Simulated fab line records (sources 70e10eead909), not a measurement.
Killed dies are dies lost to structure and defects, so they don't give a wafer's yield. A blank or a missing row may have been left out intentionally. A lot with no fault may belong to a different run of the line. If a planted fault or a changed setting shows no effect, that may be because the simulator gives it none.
Problem report in the 8D (eight disciplines) form, filled by code -- flow nand harc -- the parts of the form that need people (team, actions taken, sign-off) are left out

== 1. WHAT WENT WRONG ==
At NHARC_END_SORT_01, killed at array averages 673 over 3 wafers from 3 lots, while fault-free wafers read 29, standard deviation 11. That is +59 standard deviations from the usual mean.
First seen on wafer L828.2, day 26 19:28, on prober-01. The record has a number at this step for 9 wafers belonging to 3 lots. The rule behind "out" and "out of limits": a value lying over 4 standard deviations away from the usual mean. The rest of the wafers with a number are treated as sound.

== 2. WHAT THIS IS AND IS NOT ==
question,is,is not
which readings at this step,"killed at array, killed dies","killed at other, killed at periphery, killed open, killed short"
which lots,"L825, L828, L830",-
which wafers of those lots,"L825.2, L828.2, L830.2","L825.1, L825.6, L828.1, L828.4, L830.1, L830.6"
read on which gauges,"prober-01, prober-02",-
when,from day 26 19:28,"up to then (1 sound wafer); but 5 sound wafers of L825, L828, L830 came after"

== 3. WHAT RULES OUT EACH SUSPECT ==
Counting: any tool at a process step up to the reading remains a suspect provided it ran every lot that is out. Sound lots after the first of them don't rule it out here, since some wafers of a struck lot are sound.
- the gauge at NHARC_END_SORT_01: ruled out. 2 gauges (prober-01, prober-02) read the wafers that are out.
- rie diel-11 at NHARC_A_STAIRCASE_ETCH_17 (etches the open film in C4F8/O2, target depth 100 nm, time 40.5 s): kept. It ran every lot that is out, first L825 (day 14 10:40). On those wafers its own readings are out: oes product au.
- rie diel-04 at NHARC_A_STAIRCASE_TRIM_24 (chemistry O2, time 211.2 s): kept. It ran every lot that is out, first L828 (day 26 18:39). NHARC_A_STAIRCASE_TRIM_24: start missing for some lots; hours and lot order therefore follow NHARC_END_SORT_01.
What counting leaves: rie diel-11 at NHARC_A_STAIRCASE_ETCH_17 and rie diel-04 at NHARC_A_STAIRCASE_TRIM_24.

== 4. THE CAUSE (what the simulator had put in) ==
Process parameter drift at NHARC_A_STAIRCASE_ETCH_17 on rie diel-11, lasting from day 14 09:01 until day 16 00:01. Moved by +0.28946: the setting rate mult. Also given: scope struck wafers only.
Counting left 2 suspects, and this tool is among them.

== 5. SEQUENCE OF EFFECTS, ordered by route ==
One row per reading whose mean, taken over the struck wafers that have a number, lies over 3 standard deviations from the usual. Only readings whose record carries a usual standard deviation are examined. hours: median over the lots of the time between each lot's start at the first step of this table that gives one and its start at this step. sigmas: the change, counted in usual standard deviations.
hours,step,reading,usual,on struck wafers,change,sigmas
0,NHARC_A_STAIRCASE_ETCH_17,oes product au,0.935 a.u.,1.082,+0.147,+12
301,NHARC_END_SORT_01,killed at array,29,673,+644,+59
301,NHARC_END_SORT_01,killed dies,33,676,+643,+54
It contains these process steps:
- NHARC_A_STAIRCASE_ETCH_17: etches the open film in C4F8/O2, target depth 100 nm, time 40.5 s.

== 6. WHAT WOULD HAVE CAUGHT IT SOONER ==
298 hours passed between the start of the fault at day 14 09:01 and the first reading out of limits at a measuring or inspecting step in this record, taken at day 26 19:28.
Tool's own readings at NHARC_A_STAIRCASE_ETCH_17, oes product au: out on all struck wafers the step has rows for; an alarm limit on them would have tripped on the first.
Each of the lots that are out, 3 in all, had begun NHARC_A_STAIRCASE_ETCH_17 on rie diel-11 no later than day 26 19:28. None of them would have been spared by holding the tool at that moment.
